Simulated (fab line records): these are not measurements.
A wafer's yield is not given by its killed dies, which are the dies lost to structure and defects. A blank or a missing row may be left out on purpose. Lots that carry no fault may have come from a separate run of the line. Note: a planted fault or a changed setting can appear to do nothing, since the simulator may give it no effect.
Matching of chambers || flow n5_finfet || 3 sister chambers for N5_BEOL_M9_PECVD_70 on pecvd-03
The step deposits SiO2 from TEOS/O2, target thk 20 nm, time 22.7 s. 14 wafers are shown with their chamber, then 6 later ones without.

WAFERS, EACH WITH ITS CHAMBER
{"wafer": "L222.2", "chamber": 2, "throttle_valve_pct (%)": 21.3, "showerhead_plenum_p_Torr (Torr)": 8.73, "heater_power_w (W)": 568}
{"wafer": "L222.3", "chamber": 1, "throttle_valve_pct (%)": 21.9, "showerhead_plenum_p_Torr (Torr)": 8.77, "heater_power_w (W)": 766}
{"wafer": "L222.6", "chamber": 2, "throttle_valve_pct (%)": 21.1, "showerhead_plenum_p_Torr (Torr)": 8.75, "heater_power_w (W)": 569}
{"wafer": "L228.2", "chamber": 1, "throttle_valve_pct (%)": 21.8, "showerhead_plenum_p_Torr (Torr)": 8.79, "heater_power_w (W)": 910}
{"wafer": "L228.3", "chamber": 0, "throttle_valve_pct (%)": 22.8, "showerhead_plenum_p_Torr (Torr)": 8.90, "heater_power_w (W)": 681}
{"wafer": "L228.5", "chamber": 0, "throttle_valve_pct (%)": 23.2, "showerhead_plenum_p_Torr (Torr)": 8.86, "heater_power_w (W)": 656}
{"wafer": "L229.1", "chamber": 2, "throttle_valve_pct (%)": 21.4, "showerhead_plenum_p_Torr (Torr)": 8.76, "heater_power_w (W)": 642}
{"wafer": "L229.3", "chamber": 0, "throttle_valve_pct (%)": 23.1, "showerhead_plenum_p_Torr (Torr)": 8.88, "heater_power_w (W)": 676}
{"wafer": "L229.6", "chamber": 1, "throttle_valve_pct (%)": 21.9, "showerhead_plenum_p_Torr (Torr)": 8.76, "heater_power_w (W)": 893}
{"wafer": "L231.1", "chamber": 0, "throttle_valve_pct (%)": 22.8, "showerhead_plenum_p_Torr (Torr)": 8.88, "heater_power_w (W)": 654}
{"wafer": "L231.2", "chamber": 2, "throttle_valve_pct (%)": 21.2, "showerhead_plenum_p_Torr (Torr)": 8.75, "heater_power_w (W)": 636}
{"wafer": "L231.6", "chamber": 0, "throttle_valve_pct (%)": 23.2, "showerhead_plenum_p_Torr (Torr)": 8.88, "heater_power_w (W)": 656}
{"wafer": "L233.1", "chamber": 0, "throttle_valve_pct (%)": 23.0, "showerhead_plenum_p_Torr (Torr)": 8.87, "heater_power_w (W)": 645}
{"wafer": "L233.3", "chamber": 2, "throttle_valve_pct (%)": 21.3, "showerhead_plenum_p_Torr (Torr)": 8.73, "heater_power_w (W)": 678}

SIGNATURES, as means of the wafers listed above
{"reading": "throttle_valve_pct", "chamber 0": 23.017, "chamber 1": 21.867, "chamber 2": 21.260, "scatter within a chamber": 0.144}
{"reading": "showerhead_plenum_p_Torr", "chamber 0": 8.8783, "chamber 1": 8.7733, "chamber 2": 8.7440, "scatter within a chamber": 0.0137}
{"reading": "heater_power_w", "chamber 0": 661.33, "chamber 1": 856.33, "chamber 2": 618.60, "scatter within a chamber": 45.5}
Rule: a wafer lies at a distance from a chamber equal to the root of the sum of squares, over the readings, of (its reading less the chamber's mean, divided by the reading's scatter). If the next closest chamber is less than 2 further off than the closest, the wafer can't be placed; otherwise it belongs to the closest. The scatter is the square root of a quotient: the sum, over the shown wafers, of each reading's squared deviation from its chamber's mean, divided by wafers minus chambers.

WAFERS WHOSE CHAMBER IS MISSING
{"wafer": "L233.6", "throttle_valve_pct (%)": 22.1, "showerhead_plenum_p_Torr (Torr)": 8.79, "heater_power_w (W)": 795}
{"wafer": "L235.2", "throttle_valve_pct (%)": 23.0, "showerhead_plenum_p_Torr (Torr)": 8.89, "heater_power_w (W)": 684}
{"wafer": "L235.3", "throttle_valve_pct (%)": 21.3, "showerhead_plenum_p_Torr (Torr)": 8.74, "heater_power_w (W)": 642}
{"wafer": "L235.5", "throttle_valve_pct (%)": 22.1, "showerhead_plenum_p_Torr (Torr)": 8.76, "heater_power_w (W)": 854}
{"wafer": "L239.2", "throttle_valve_pct (%)": 22.9, "showerhead_plenum_p_Torr (Torr)": 8.88, "heater_power_w (W)": 655}
{"wafer": "L239.4", "throttle_valve_pct (%)": 21.9, "showerhead_plenum_p_Torr (Torr)": 8.76, "heater_power_w (W)": 765}

THE CHAMBER EACH PASSED THROUGH
{"wafer": "L233.6", "from the rows above": 1, "in truth": 1}
{"wafer": "L235.2", "from the rows above": 0, "in truth": 0}
{"wafer": "L235.3", "from the rows above": 2, "in truth": 2}
{"wafer": "L235.5", "from the rows above": 1, "in truth": 1}
{"wafer": "L239.2", "from the rows above": 0, "in truth": 0}
{"wafer": "L239.4", "from the rows above": 1, "in truth": 1}
Correct placement for 6 of the 6. Left unplaced by these rows: 0. Placed wrongly: 0.
